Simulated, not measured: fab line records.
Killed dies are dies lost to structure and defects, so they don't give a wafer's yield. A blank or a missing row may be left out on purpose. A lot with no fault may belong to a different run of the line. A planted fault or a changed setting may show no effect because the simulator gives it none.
What tool caused it?    flow n5Finfet    69 wafers from 23 lots sampled at 4 of the route's 1938 steps

== WHAT THE GAUGES READ, wafer by wafer ==
N5_BEOL_M1_OVL_MEAS_12. Usual: M1_OVL typically reads 0.3 nm, with standard deviation 0.67.
lot   measured      on          M1_OVL (nm)     flag
L074  day 6 02:47   overlay-01  -1.0 -0.4 -1.3  
L075  day 6 08:16   overlay-02  -0.1 0.7 0.0    
L076  day 6 08:31   overlay-02  -1.2 -0.5 -0.2  
L077  day 6 21:17   overlay-01  0.7 2.1 0.7     
L078  day 6 23:16   overlay-02  0.4 -0.5 -0.7   
L079  day 7 08:02   overlay-02  -0.2 0.1 0.3    
L080  day 7 14:07   overlay-01  0.1 -0.9 0.7    
L081  day 8 05:50   overlay-02  0.8 1.9 0.6     
L083  day 8 09:44   overlay-02  0.2 0.1 0.5     
L084  day 8 10:16   overlay-01  0.1 -1.0 -0.9   
L085  day 9 03:19   overlay-02  0.2 0.4 0.3     
L086  day 9 06:15   overlay-01  -0.9 1.0 0.1    
L087  day 9 08:52   overlay-02  -0.4 -0.6 0.3   
L088  day 9 12:59   overlay-01  0.3 0.9 0.6     
L089  day 9 20:08   overlay-01  0.6 0.8 0.2     
L090  day 10 02:47  overlay-02  1.0 0.2 0.8     
L091  day 10 05:57  overlay-02  1.0 0.9 -0.1    
L092  day 10 14:20  overlay-01  0.1 1.1 0.8     
L093  day 11 02:11  overlay-01  -0.3 -0.2 -0.1  
L094  day 11 02:22  overlay-02  -0.8 0.6 -0.4   
L095  day 11 09:55  overlay-01  0.4 0.6 0.9     
L096  day 11 14:15  overlay-02  0.0 0.2 0.8     
L097  day 12 01:04  overlay-02  1.3 0.9 -0.1    

N5_BEOL_M1_INSPECT_13: inspects for defects (brightfield). Usual: rawDefectCount reads 438 (standard deviation 87).
lot   measured      on                rawDefectCount  flag
L074  day 6 02:51   defectInspect-01  596 503 454     
L075  day 6 08:20   defectInspect-01  457 473 462     
L076  day 6 08:34   defectInspect-01  600 518 491     
L077  day 6 21:20   defectInspect-01  421 463 437     
L078  day 6 23:20   defectInspect-01  459 426 495     
L079  day 7 08:05   defectInspect-01  467 361 504     
L080  day 7 14:10   defectInspect-01  300 480 341     
L081  day 8 05:52   defectInspect-01  471 383 501     
L083  day 8 09:48   defectInspect-02  388 385 400     
L084  day 8 10:19   defectInspect-02  490 493 506     
L085  day 9 03:22   defectInspect-01  398 505 302     
L086  day 9 06:18   defectInspect-01  470 405 464     
L087  day 9 08:56   defectInspect-01  498 376 433     
L088  day 9 13:02   defectInspect-02  315 283 307     
L089  day 9 20:11   defectInspect-01  392 387 426     
L090  day 10 02:50  defectInspect-02  525 442 594     
L091  day 10 06:00  defectInspect-02  440 326 553     
L092  day 10 14:23  defectInspect-02  490 439 699     
L093  day 11 02:14  defectInspect-01  429 485 497     
L094  day 11 02:26  defectInspect-02  418 420 322     
L095  day 11 09:59  defectInspect-02  336 258 266     
L096  day 11 14:18  defectInspect-02  497 519 557     
L097  day 12 01:07  defectInspect-02  455 468 473     

== TOOL THAT RAN EACH LOT (tool first, then ch and the chambers of the sampled wafers, then the start) ==
lot   N5_BEOL_M0_ETCH_128                N5_BEOL_M0_SPUTTER_132
L074  rieDiel-01 ch 1,2,3, day 5 22:46   pvdSputter-03, day 6 00:19
L075  rieDiel-01 ch 0,1,2, day 6 02:35   pvdSputter-03, day 6 06:01
L076  rieDiel-01 ch 0,2,3, day 6 03:56   pvdSputter-01, day 6 06:16
L077  rieDiel-01 ch 0,1,2, day 6 15:07   pvdSputter-01, day 6 16:46
L078  rieDiel-01 ch 1,3, day 6 17:37     pvdSputter-01, day 6 20:31
L079  rieDiel-02 ch 1,2,3, day 7 03:25   pvdSputter-03, day 7 05:10
L080  rieDiel-06 ch 0,2,3, day 7 10:32   pvdSputter-03, day 7 12:05
L081  rieDiel-01 ch 0,2,3, day 7 21:16   pvdSputter-03, day 7 22:58
L083  rieDiel-06 ch 0,1,3, day 8 05:13   pvdSputter-03, day 8 07:07
L084  rieDiel-06 ch 0,1,2, day 8 05:34   pvdSputter-03, day 8 07:34
L085  rieDiel-01 ch 0,1,3, day 8 21:32   pvdSputter-03, day 9 00:20
L086  rieDiel-06 ch 1,2,3, day 9 00:29   pvdSputter-03, day 9 03:10
L087  rieDiel-01 ch 1,3, day 9 04:12     pvdSputter-02, day 9 05:55
L088  rieDiel-01 ch 0,1,2, day 9 08:11   pvdSputter-01, day 9 10:37
L089  rieDiel-02 ch 0,1,3, day 9 13:56   pvdSputter-01, day 9 15:53
L090  rieDiel-02 ch 0,3, day 9 20:53     pvdSputter-03, day 9 23:45
L091  rieDiel-01 ch 0,2,3, day 9 23:32   pvdSputter-02, day 10 02:44
L092  rieDiel-02 ch 0,1,3, day 10 08:47  pvdSputter-02, day 10 11:54
L093  rieDiel-06 ch 0,1,3, day 10 21:23  pvdSputter-03, day 10 22:40
L094  rieDiel-02 ch 1,2,3, day 10 21:25  pvdSputter-03, day 10 23:09
L095  rieDiel-02 ch 0,1, day 11 03:37    pvdSputter-01, day 11 06:53
L096  rieDiel-01 ch 1,2,3, day 11 09:40  pvdSputter-01, day 11 11:11
L097  rieDiel-01 ch 0,1, day 11 17:01    pvdSputter-02, day 11 19:18
- N5_BEOL_M0_ETCH_128: etches SiCN in CF4/N2, target depth 12 nm, overetch 5.1 nm, time 21.4 s.
- N5_BEOL_M0_SPUTTER_132: material Cu, target thk 4 nm, time 7.37 s.

== AS READ BY THE TOOLS THEMSELVES (means over the sampled wafers that have a number; for cases with no such wafer, the mark the record gives instead) ==
N5_BEOL_M0_ETCH_128. Usual: drypumpMotorCurrentA 5.8 A, standard deviation 0.51; oesProductAu 0.55 a.u., standard deviation 0.054; rfVppV 382.1 V, standard deviation 1.7; showerheadPlenumPTorr 2.20 Torr, standard deviation 0.06; throttleValvePct 15.34 %, standard deviation 0.21.
lot   tool        drypumpMotorCurrentA (A)  oesProductAu (a.u.)  rfVppV (V)  showerheadPlenumPTorr (Torr)  throttleValvePct (%)  flag
L074  rieDiel-01  6.0                       0.55                 381.5       2.16                          15.30                 
L075  rieDiel-01  6.1                       0.52                 381.7       2.18                          15.34                 
L076  rieDiel-01  5.8                       0.53                 381.4       2.19                          15.33                 
L077  rieDiel-01  6.1                       0.53                 381.3       2.18                          15.36                 
L078  rieDiel-01  5.7                       0.58                 380.9       2.15                          15.22                 
L079  rieDiel-02  5.2                       0.54                 382.6       2.24                          15.43                 
L080  rieDiel-06  6.1                       0.58                 382.2       2.23                          15.33                 
L081  rieDiel-01  5.8                       0.52                 381.1       2.18                          15.36                 
L083  rieDiel-06  5.8                       0.56                 383.6       2.23                          15.38                 
L084  rieDiel-06  5.9                       0.56                 383.8       2.29                          15.44                 
L085  rieDiel-01  5.8                       0.54                 381.2       2.16                          15.31                 
L086  rieDiel-06  5.6                       0.51                 383.5       2.24                          15.49                 
L087  rieDiel-01  6.0                       0.55                 381.1       2.14                          15.29                 
L088  rieDiel-01  6.2                       0.57                 381.3       2.17                          15.22                 
L089  rieDiel-02  5.6                       0.51                 383.8       2.26                          15.48                 
L090  rieDiel-02  5.8                       0.53                 384.0       2.25                          15.38                 
L091  rieDiel-01  5.8                       0.58                 380.6       2.18                          15.23                 
L092  rieDiel-02  5.6                       0.50                 383.3       2.26                          15.50                 
L093  rieDiel-06  5.8                       0.53                 382.8       2.22                          15.44                 
L094  rieDiel-02  5.3                       0.52                 382.6       2.23                          15.49                 
L095  rieDiel-02  5.7                       0.49                 383.9       2.25                          15.35                 
L096  rieDiel-01  6.0                       0.57                 380.5       2.15                          15.22                 
L097  rieDiel-01  6.2                       0.52                 380.3       2.15                          15.38                 

N5_BEOL_M0_SPUTTER_132. Usual: chuckGasFlowSccm 1.26 sccm, standard deviation 0.05; throttleValvePct 29.5 %, standard deviation 1.3.
lot   tool           chuckGasFlowSccm (sccm)  throttleValvePct (%)  flag
L074  pvdSputter-03  1.30                     29.3                  
L075  pvdSputter-03  1.30                     29.4                  
L076  pvdSputter-01  1.23                     29.5                  
L077  pvdSputter-01  1.19                     29.7                  
L078  pvdSputter-01  1.24                     30.3                  
L079  pvdSputter-03  1.26                     28.8                  
L080  pvdSputter-03  1.27                     28.8                  
L081  pvdSputter-03  1.31                     29.4                  
L083  pvdSputter-03  1.30                     29.7                  
L084  pvdSputter-03  1.24                     28.6                  
L085  pvdSputter-03  1.24                     28.0                  
L086  pvdSputter-03  1.31                     27.7                  
L087  pvdSputter-02  1.31                     29.9                  
L088  pvdSputter-01  1.26                     29.7                  
L089  pvdSputter-01  1.26                     30.0                  
L090  pvdSputter-03  1.30                     28.2                  
L091  pvdSputter-02  1.27                     29.9                  
L092  pvdSputter-02  1.28                     30.3                  
L093  pvdSputter-03  1.25                     27.8                  
L094  pvdSputter-03  1.29                     29.4                  
L095  pvdSputter-01  1.26                     29.3                  
L096  pvdSputter-01  1.24                     30.2                  
L097  pvdSputter-02  1.23                     30.5                  

== THE ANSWER, worked out from the rows above alone ==
Rule: a lot is off if the mean of its wafers that have a number lies more than 3 standard deviations from the usual mean. A lot without any number at a reading at which 4 lots or more have one is off too. The other lots that the step has rows for count as sound. First the gauges in route order, then the tools' own readings, where a lot's mean is used as printed above. The first step at which some lot is off is used, and at that step the reading that is off furthest; a lot without a number counts as furthest.
Across all readings shown, no lot is off: no conclusion can be drawn from this.

== WHAT WAS PUT IN BY THE SIMULATOR ==
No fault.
